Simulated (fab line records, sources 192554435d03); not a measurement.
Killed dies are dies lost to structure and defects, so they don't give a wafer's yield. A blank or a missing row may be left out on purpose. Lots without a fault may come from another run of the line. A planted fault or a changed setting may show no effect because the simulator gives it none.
Split-lot experiment | flow n5_finfet | 7 lots, 39 wafers read, on a route of 1938 steps

THE SPLIT
At N5_BEOL_M8_DESCUM_33 (chemistry O2, time 7 s), the setting time_s was moved away from the recipe's 7 s on 9 of the 39 wafers read, by -35.7% to -34.8%. The other wafers ran this setting at the recipe's value.

FROM THE SPLIT TO THE READING: what the file shows between them, 1 step
- N5_BEOL_M8_ETCH_72: etches underlayer in N2/H2, target depth 6.5 nm, time 5.2 s

THE READING
CAR-EUV_of_BEOL_M8_COAT_22.thk_nm (the simulator's own value, which no gauge read), in nm, at N5_BEOL_M8_ETCH_65 (etches SiARC in CF4, target depth 15.6 nm, time 26 s). The file gives no usual value for it. The 30 wafers here that ran the recipe average 11.1 nm, standard deviation 0.12 nm.

wafer  | tool, chamber at the split | time_s as run, s | against the recipe | CAR-EUV_of_BEOL_M8_COAT_22.thk_nm, nm | against lot-mates on the recipe
L076.1 | rie_diel-04, 1,3,0         | 7                | recipe             | 11                                    | -
L076.2 | rie_diel-04, 1,3,0         | 7                | recipe             | 11                                    | -
L076.3 | rie_diel-04, 1,3,0         | 7                | recipe             | 11                                    | -
L076.4 | rie_diel-04, 2,3,2         | 7                | recipe             | 11                                    | -
L076.5 | rie_diel-04, 2,3,2         | 7                | recipe             | 11                                    | -
L076.6 | rie_diel-04, 2,3,2         | 7                | recipe             | 11                                    | -
L080.3 | rie_diel-02, 2             | 7                | recipe             | 11.2                                  | -
L080.4 | rie_diel-02, 2             | 7                | recipe             | 11.2                                  | -
L080.5 | rie_diel-02, 1             | 7                | recipe             | 11                                    | -
L082.1 | rie_diel-06, 0,3           | 4.499            | -35.7%             | 12                                    | +0.9
L082.2 | rie_diel-06, 0,3           | 4.499            | -35.7%             | 12.2                                  | +1.1
L082.3 | rie_diel-06, 2,1           | 7                | recipe             | 11                                    | -
L082.4 | rie_diel-06, 2,1           | 7                | recipe             | 11.2                                  | -
L082.5 | rie_diel-06, 3             | 7                | recipe             | 11.2                                  | -
L082.6 | rie_diel-06, 2             | 4.499            | -35.7%             | 12.4                                  | +1.3
L084.1 | rie_diel-04, 2,1,0,1,2,0   | 7                | recipe             | 11.2                                  | -
L084.2 | rie_diel-04, 2,1,0,1,2,0   | 7                | recipe             | 11.2                                  | -
L084.4 | rie_diel-04, 2,1,0,1,2,0   | 7                | recipe             | 11.2                                  | -
L084.5 | rie_diel-04, 2,1,0,1,2,0   | 7                | recipe             | 11.2                                  | -
L084.6 | rie_diel-04, 2,1,0,1,2,0   | 7                | recipe             | 11.2                                  | -
L084.3 | rie_diel-04, 2,1,0,1,2,0   | 7                | recipe             | 11.4                                  | -
L088.1 | rie_diel-02, 3,2           | 7                | recipe             | 11                                    | -
L088.2 | rie_diel-02, 3,2           | 7                | recipe             | 11.2                                  | -
L088.5 | rie_diel-02, 1             | 7                | recipe             | 11.2                                  | -
L088.3 | rie_diel-02, 1,2,3         | 4.567            | -34.8%             | 12.2                                  | +1.1
L088.4 | rie_diel-02, 1,2,3         | 4.567            | -34.8%             | 12.4                                  | +1.3
L088.6 | rie_diel-02, 1,2,3         | 4.567            | -34.8%             | 12.4                                  | +1.3
L085.1 | rie_diel-04, 2,1           | 4.563            | -34.8%             | 12.2                                  | +1.2
L085.2 | rie_diel-04, 2,1           | 4.563            | -34.8%             | 12.2                                  | +1.2
L085.3 | rie_diel-04, 0             | 4.563            | -34.8%             | 12.2                                  | +1.2
L085.4 | rie_diel-04, 1             | 7                | recipe             | 11                                    | -
L085.5 | rie_diel-04, 0,2           | 7                | recipe             | 11                                    | -
L085.6 | rie_diel-04, 0,2           | 7                | recipe             | 11                                    | -
L090.1 | rie_diel-06, 3,1,2,2,3     | 7                | recipe             | 11                                    | -
L090.2 | rie_diel-06, 3,1,2,2,3     | 7                | recipe             | 11                                    | -
L090.4 | rie_diel-06, 3,1,2,2,3     | 7                | recipe             | 11                                    | -
L090.6 | rie_diel-06, 3,1,2,2,3     | 7                | recipe             | 11                                    | -
L090.3 | rie_diel-06, 0             | 7                | recipe             | 10.8                                  | -
L090.5 | rie_diel-06, 3,1,2,2,3     | 7                | recipe             | 11.2                                  | -
Where a row lists several chambers, the file gives one row for several wafers and doesn't say which wafer went through which chamber.

THE FIT
A straight line over all 39 wafers: CAR-EUV_of_BEOL_M8_COAT_22.thk_nm changes by -0.033 nm for each +1% of time_s; r = -0.97; the points scatter about the line by 0.13 nm.
The same after taking each lot's own level away (the mean of its wafers on the recipe; 39 wafers): -0.0329 nm for each +1%; r = -0.98; scatter 0.098 nm.
On that fit, the largest move of time_s shifts the reading by 1.2 nm.
The lots' own levels span 11.00 to 11.23 nm, that is 1.9 times the standard deviation above.
So the lot-to-lot level changes the slope little: the two slopes agree.
Check: with one of the wafers moved furthest among these (-35.7%) left out of the fit, the line predicts +1.22 nm for it against its lot-mates. It came out at +0.867 nm against them.

THE WHOLE CHAIN: every reading that the file lists as answering this split, in the file's order
step                 | what it does                                                | reading                                                                            | change (the file's fit)                | r (the file's)
N5_BEOL_M8_DESCUM_33 | chemistry O2, time 7 s                                      | CAR-EUV_of_BEOL_M8_COAT_22.thk_nm (the simulator's own value, which no gauge read) | -0.0354 nm for each +1% of the setting | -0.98
N5_BEOL_M8_ETCH_72   | etches underlayer in N2/H2, target depth 6.5 nm, time 5.2 s | CAR-EUV_of_BEOL_M8_COAT_22.thk_nm (the simulator's own value, which no gauge read) | -0.0335 nm for each +1% of the setting | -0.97
N5_BEOL_M8_ETCH_65   | etches SiARC in CF4, target depth 15.6 nm, time 26 s        | CAR-EUV_of_BEOL_M8_COAT_22.thk_nm (the simulator's own value, which no gauge read) | -0.0329 nm for each +1% of the setting | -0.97

THE FILE'S OWN FIT
CAR-EUV_of_BEOL_M8_COAT_22.thk_nm changes by -0.0329 nm for each +1% of time_s, r = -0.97.
